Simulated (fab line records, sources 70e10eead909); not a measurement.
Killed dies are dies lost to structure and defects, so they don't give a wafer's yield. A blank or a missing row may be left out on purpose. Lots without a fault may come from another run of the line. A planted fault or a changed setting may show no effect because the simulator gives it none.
One fault seen from 2 desks | flow nand_harc | each desk has only its own numbers; what lay behind them comes last

THE TOOL OWNER'S DESK: rie_diel-09
The tool's own readings at NHARC_THIN_TSV_ETCHBACK_48 (etches the open film in C4F8/Ar, target depth 1028.5 nm, time 405.17 s): means of the sampled wafers that have a number, for each lot that ran on this tool. A lot is out of limits, marked OUT, if its mean lies more than 4 standard deviations from the usual mean; the brackets give that distance.
Columns: A = oes_product_au at NHARC_THIN_TSV_ETCHBACK_48, usual 0.95 a.u.; B = rf_vpp_V at NHARC_THIN_TSV_ETCHBACK_48, usual 547.9 V
lot  | first seen here | A    | B
L761 | day 25 00:10    | 0.96 | 545.0
L764 | day 26 09:26    | 0.92 | 547.5
L769 | day 31 14:47    | 0.93 | 547.1
This desk's finding: nothing out of limits on any of the 3 lots.

THE METROLOGY DESK
What the gauges read, lot by lot, whatever tool the lot ran on: means of the sampled wafers that have a number. A lot is out of limits, marked OUT, if its mean lies more than 4 standard deviations from the usual mean; the brackets give that distance.
Columns: A = cd_nm at NHARC_THIN_TSV_CD_MEAS_12, usual 999.7 nm; B = cd_nm at NHARC_THIN_TSV_CD_MEAS_16, usual 999.8 nm
lot  | first seen here | A      | B
L761 | day 24 21:52    | 998.2  | 998.2
L764 | day 26 06:34    | 998.8  | 998.8
L769 | day 31 12:31    | 1000.0 | 1000.8
L777 | day 31 21:01    | 998.4  | 997.8
L776 | day 31 22:20    | 1000.4 | 1001.1
This desk's finding: nothing out of limits on any of the 5 lots.

PUT TOGETHER
The tool owner's desk saw nothing out of limits.
The metrology desk saw nothing out of limits.

WHAT THE SIMULATOR HAD PUT IN
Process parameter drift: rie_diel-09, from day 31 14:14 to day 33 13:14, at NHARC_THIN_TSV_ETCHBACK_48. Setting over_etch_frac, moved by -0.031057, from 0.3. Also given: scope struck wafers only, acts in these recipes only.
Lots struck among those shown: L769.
